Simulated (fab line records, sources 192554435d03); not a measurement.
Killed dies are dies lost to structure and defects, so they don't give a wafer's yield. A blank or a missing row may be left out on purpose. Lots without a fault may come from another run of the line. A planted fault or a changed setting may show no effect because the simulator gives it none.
Chamber matching | flow n5_finfet | N5_BEOL_M4_STRIP_66 on rie_diel-06: 4 sister chambers
The step strips in CF4. 14 wafers are shown with their chamber, then 7 later ones without.

WAFERS WITH THEIR CHAMBER
wafer  | chamber | throttle_valve_pct (%) | drypump_motor_current_A (A) | oes_product_au (a.u.)
L076.1 | 3       | 13.19                  | 4.9                         | 0.81
L076.4 | 1       | 13.58                  | 5.4                         | 0.79
L076.6 | 3       | 13.18                  | 4.9                         | 0.82
L077.2 | 3       | 13.20                  | 4.9                         | 0.81
L077.5 | 3       | 13.20                  | 4.9                         | 0.82
L077.6 | 2       | 13.63                  | 5.2                         | 0.78
L078.1 | 3       | 13.20                  | 4.9                         | 0.81
L078.2 | 0       | 13.85                  | 5.0                         | 0.72
L078.4 | 2       | 13.63                  | 5.2                         | 0.79
L079.1 | 1       | 13.59                  | 5.3                         | 0.78
L079.2 | 2       | 13.63                  | 5.2                         | 0.79
L079.5 | 3       | 13.20                  | 4.9                         | 0.82
L081.2 | 3       | 13.23                  | 4.9                         | 0.81
L081.4 | 0       | 13.86                  | 5.0                         | 0.72

SIGNATURES (means of the wafers above)
reading                 | chamber 0 | chamber 1 | chamber 2 | chamber 3 | scatter within a chamber
throttle_valve_pct      | 13.8550   | 13.5850   | 13.6300   | 13.2000   | 0.0122
drypump_motor_current_A | 5.000     | 5.350     | 5.200     | 4.900     | 0.0224
oes_product_au          | 0.7200    | 0.7850    | 0.7867    | 0.8143    | 0.00537
Rule: a wafer's distance from a chamber is the root of the sum, over the readings, of the square of ((its reading less the chamber's mean) divided by the reading's scatter). The wafer belongs to the nearest chamber; if the next one is less than 2 further off, it can't be placed. The scatter: the root of (the sum of the squares of (reading less its chamber's mean) over the shown wafers, divided by (wafers less chambers)).

WAFERS WITHOUT THEIR CHAMBER
wafer  | throttle_valve_pct (%) | drypump_motor_current_A (A) | oes_product_au (a.u.)
L081.5 | 13.21                  | 4.9                         | 0.80
L088.1 | 13.68                  | 5.2                         | 0.76
L088.2 | 13.24                  | 4.9                         | 0.79
L088.4 | 13.87                  | 5.1                         | 0.70
L092.1 | 13.68                  | 5.2                         | 0.76
L092.2 | 13.89                  | 5.0                         | 0.69
L092.5 | 13.89                  | 5.0                         | 0.70

WHICH CHAMBER EACH WENT THROUGH
wafer  | from the rows above | in truth
L081.5 | 3                   | 3
L088.1 | 2                   | 2
L088.2 | 3                   | 3
L088.4 | 0                   | 0
L092.1 | 2                   | 2
L092.2 | 0                   | 0
L092.5 | 0                   | 0
Placed correctly: 7 of 7. Can't be placed from these rows: 0. Placed wrongly: 0.
